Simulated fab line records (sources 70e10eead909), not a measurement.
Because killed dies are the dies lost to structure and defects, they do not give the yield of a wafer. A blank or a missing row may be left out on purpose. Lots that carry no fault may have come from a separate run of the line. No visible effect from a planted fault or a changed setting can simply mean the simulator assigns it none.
Chamber matching ; flow nand-harc ; NHARC_A_STAIRCASE_TRIM_196 on rie-diel-10: 4 sister chambers
The step chemistry O2, time 211.2 s. 8 wafers are shown with their chamber, then 8 later ones without.

== EACH WAFER AND ITS CHAMBER ==
wafer;chamber;drypump-motor-current-A (A);oes-product-au (a.u.)
L079.4;3;6.0;0.983
L087.4;2;5.4;1.013
L090.1;2;5.4;1.015
L090.3;3;5.9;1.005
L092.2;1;5.7;1.027
L092.5;1;5.7;1.025
L092.6;0;5.4;1.001
L095.1;0;5.4;1.013

== WAFERS WITH NO CHAMBER GIVEN ==
wafer;drypump-motor-current-A (A);oes-product-au (a.u.)
L095.2;5.4;1.009
L095.4;5.9;0.997
L094.2;5.8;1.025
L094.5;5.7;1.019
L094.6;5.4;1.020
L097.3;5.9;1.006
L097.4;5.5;1.016
L097.5;5.9;1.001

== THE CHAMBER EACH PASSED THROUGH ==
wafer;from the rows above;in truth
L095.2;can't be placed: 0 or 2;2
L095.4;3;3
L094.2;1;1
L094.5;1;1
L094.6;can't be placed: 2 or 0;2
L097.3;3;3
L097.4;can't be placed: 2 or 0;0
L097.5;3;3
5 of 8 placed correctly. Not placeable from these rows: 3 (in 3, the candidates include the true chamber). Number placed wrongly: 0.
How it was worked out, from the rows above alone: a wafer's distance from a chamber is the root of the sum, over the readings, of the square of ((its reading less the chamber's mean) divided by the reading's scatter). The wafer belongs to the nearest chamber; if the next one is less than 2 further off, it can't be placed. The mean given for a chamber averages the wafers shown for that chamber. The scatter is the square root of a quotient: the sum, over the shown wafers, of each reading's squared deviation from its chamber's mean, divided by wafers minus chambers.
